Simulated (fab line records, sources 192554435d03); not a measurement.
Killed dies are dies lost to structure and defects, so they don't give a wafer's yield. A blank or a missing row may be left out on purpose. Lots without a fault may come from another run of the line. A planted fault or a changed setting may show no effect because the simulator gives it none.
Split-lot experiment | flow n5_finfet | 7 lots, 21 wafers read, on a route of 1938 steps

THE SPLIT
At N5_BEOL_M4_ETCH_64 (etches SOC in N2/H2, target depth 75 nm, overetch 22.5 nm, time 121.9 s), the setting time_s was moved away from the recipe's 121.9 s on 8 of the 21 wafers read, by -19.7% to +6.2%. The other wafers ran this setting at the recipe's value.

The reading is taken at the split's own step.

THE READING
SiARC_of_BEOL_M4_COAT_62.thk_nm (the simulator's own value, which no gauge read), in nm, at N5_BEOL_M4_ETCH_64 (etches SOC in N2/H2, target depth 75 nm, overetch 22.5 nm, time 121.9 s). The file gives no usual value for it. The 13 wafers here that ran the recipe average 6.4 nm, standard deviation 0.084 nm.

wafer  | tool, chamber at the split | time_s as run, s | against the recipe | SiARC_of_BEOL_M4_COAT_62.thk_nm, nm | against lot-mates on the recipe
L075.1 | rie_diel-04, 0             | 121.9            | recipe             | 6.2                                 | -
L075.2 | rie_diel-04, 3             | 97.86            | -19.7%             | 7.4                                 | +1.2
L075.3 | rie_diel-04, 2             | 97.86            | -19.7%             | 7.6                                 | +1.4
L074.1 | rie_diel-05, 0             | 121.9            | recipe             | 6.2                                 | -
L074.2 | rie_diel-05, 3,1           | 121.9            | recipe             | 6.4                                 | -
L074.5 | rie_diel-05, 3,1           | 121.9            | recipe             | 6.4                                 | -
L078.1 | rie_diel-01, 2             | 121.9            | recipe             | 6.4                                 | -
L078.4 | rie_diel-01, 0             | 111.1            | -8.9%              | 6.8                                 | +0.4
L078.5 | rie_diel-01, 2             | 111.1            | -8.9%              | 7                                   | +0.6
L083.3 | rie_diel-05, 0             | 121.9            | recipe             | 6.2                                 | -
L083.5 | rie_diel-05, 2,1           | 121.9            | recipe             | 6.4                                 | -
L083.6 | rie_diel-05, 2,1           | 121.9            | recipe             | 6.4                                 | -
L094.1 | rie_diel-04, 0,1,2         | 121.9            | recipe             | 6.4                                 | -
L094.2 | rie_diel-04, 0,1,2         | 121.9            | recipe             | 6.4                                 | -
L094.3 | rie_diel-04, 0,1,2         | 121.9            | recipe             | 6.4                                 | -
L096.2 | rie_diel-05, 2,3           | 101.6            | -16.7%             | 7.2                                 | +0.8
L096.3 | rie_diel-05, 2,3           | 101.6            | -16.7%             | 7.2                                 | +0.8
L096.4 | rie_diel-05, 1             | 121.9            | recipe             | 6.4                                 | -
L097.3 | rie_diel-04, 3             | 121.9            | recipe             | 6.4                                 | -
L097.4 | rie_diel-04, 2,3           | 129.5            | +6.2%              | 6                                   | -0.4
L097.5 | rie_diel-04, 2,3           | 129.5            | +6.2%              | 6                                   | -0.4
Where a row lists several chambers, the file gives one row for several wafers and doesn't say which wafer went through which chamber.

THE FIT
A straight line over all 21 wafers: SiARC_of_BEOL_M4_COAT_62.thk_nm changes by -0.0558 nm for each +1% of time_s; r = -0.98; the points scatter about the line by 0.091 nm.
The same after taking each lot's own level away (the mean of its wafers on the recipe; 21 wafers): -0.059 nm for each +1%; r = -0.98; scatter 0.1 nm.
On that fit, the largest move of time_s shifts the reading by 1.2 nm.
The lots' own levels span 6.20 to 6.40 nm, that is 2.4 times the standard deviation above.
So the lot-to-lot level changes the slope little: the two slopes agree.
Check: with one of the wafers moved furthest among these (-19.7%) left out of the fit, the line predicts +1.14 nm for it against its lot-mates. It came out at +1.2 nm against them.

OTHER SPLITS ON THESE WAFERS
These wafers also went through other splits before the reading. Each is held against what the fit with the lots' levels taken away leaves over:
other split on the same wafers       | wafers away from the commonest value | r with SiARC_of_BEOL_M4_COAT_62.thk_nm (lot level and that fit taken away)
N5_MOL_CONTACT_COAG_ETCH_47 source_w | 8                                    | +0.36
N5_BEOL_M0_SAQP_ILD_DEP_01 time_s    | 8                                    | -0.23
N5_BEOL_M0_SAQP_COAT_08 spin_rpm     | 4                                    | -0.19
N5_BEOL_M0_ETCH_109 bias_w           | 10                                   | +0.27
N5_BEOL_M1_CMP_52 down_force_psi     | 9                                    | +0.50
N5_BEOL_M2_COAT_67 spin_rpm          | 3                                    | -0.23
N5_BEOL_M2_EXPOSE_25 dose_mj         | 6                                    | +0.16
N5_BEOL_M3_ILD_DEP_00 time_s         | 7                                    | -0.31

THE FILE'S OWN FIT
SiARC_of_BEOL_M4_COAT_62.thk_nm changes by -0.0586 nm for each +1% of time_s, r = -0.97.
